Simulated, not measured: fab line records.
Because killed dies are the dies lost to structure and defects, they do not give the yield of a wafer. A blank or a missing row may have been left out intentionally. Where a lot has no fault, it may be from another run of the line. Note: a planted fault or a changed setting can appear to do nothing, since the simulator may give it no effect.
Chamber matching :: flow n5-finfet :: N5_BEOL_M10_ETCH_61 on rie-diel-04 has 4 sister chambers
The step etches SiARC in CF4, target depth 39 nm, time 65 s. 7 wafers are shown with their chamber, then 8 later ones without.

== WAFERS PAIRED WITH THEIR CHAMBERS ==
wafer: L074.5
chamber: 2
showerhead-plenum-p-Torr (Torr): 2.19
throttle-valve-pct (%): 16.02

wafer: L084.1
chamber: 3
showerhead-plenum-p-Torr (Torr): 2.09
throttle-valve-pct (%): 15.39

wafer: L084.3
chamber: 0
showerhead-plenum-p-Torr (Torr): 2.08
throttle-valve-pct (%): 15.31

wafer: L087.1
chamber: 0
showerhead-plenum-p-Torr (Torr): 2.08
throttle-valve-pct (%): 15.33

wafer: L087.2
chamber: 3
showerhead-plenum-p-Torr (Torr): 2.09
throttle-valve-pct (%): 15.41

wafer: L087.3
chamber: 1
showerhead-plenum-p-Torr (Torr): 2.19
throttle-valve-pct (%): 15.62

wafer: L092.1
chamber: 1
showerhead-plenum-p-Torr (Torr): 2.18
throttle-valve-pct (%): 15.64

== WAFERS MISSING THEIR CHAMBER ==
wafer: L092.2
showerhead-plenum-p-Torr (Torr): 2.07
throttle-valve-pct (%): 15.34

wafer: L092.3
showerhead-plenum-p-Torr (Torr): 2.18
throttle-valve-pct (%): 15.54

wafer: L096.2
showerhead-plenum-p-Torr (Torr): 2.08
throttle-valve-pct (%): 15.44

wafer: L096.3
showerhead-plenum-p-Torr (Torr): 2.18
throttle-valve-pct (%): 15.57

wafer: L096.6
showerhead-plenum-p-Torr (Torr): 2.18
throttle-valve-pct (%): 15.55

wafer: L097.1
showerhead-plenum-p-Torr (Torr): 2.18
throttle-valve-pct (%): 15.57

wafer: L097.3
showerhead-plenum-p-Torr (Torr): 2.07
throttle-valve-pct (%): 15.38

wafer: L097.6
showerhead-plenum-p-Torr (Torr): 2.18
throttle-valve-pct (%): 15.57

== CHAMBER TAKEN BY EACH ==
wafer: L092.2
from the rows above: 0
in truth: 0

wafer: L092.3
from the rows above: 1
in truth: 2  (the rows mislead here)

wafer: L096.2
from the rows above: 3
in truth: 3

wafer: L096.3
from the rows above: 1
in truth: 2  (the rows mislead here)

wafer: L096.6
from the rows above: 1
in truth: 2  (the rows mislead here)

wafer: L097.1
from the rows above: 1
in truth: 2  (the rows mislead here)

wafer: L097.3
from the rows above: can't be placed: 0 or 3
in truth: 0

wafer: L097.6
from the rows above: 1
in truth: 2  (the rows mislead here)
2 of 8 placed correctly. From these rows, 1 cannot be placed; in 1 the true chamber is one of the candidates. Placed wrongly: 5.
How it was worked out, from the rows above alone: a wafer's distance from a chamber is the root of the sum, over the readings, of the square of ((its reading less the chamber's mean) divided by the reading's scatter). If the next closest chamber is less than 2 further off than the closest, the wafer can't be placed; otherwise it belongs to the closest. For every chamber, the mean is computed from those of its wafers that are shown. The scatter: take each reading less its chamber's mean, square it, sum over the shown wafers, divide by the number of wafers less the number of chambers, and take the root.
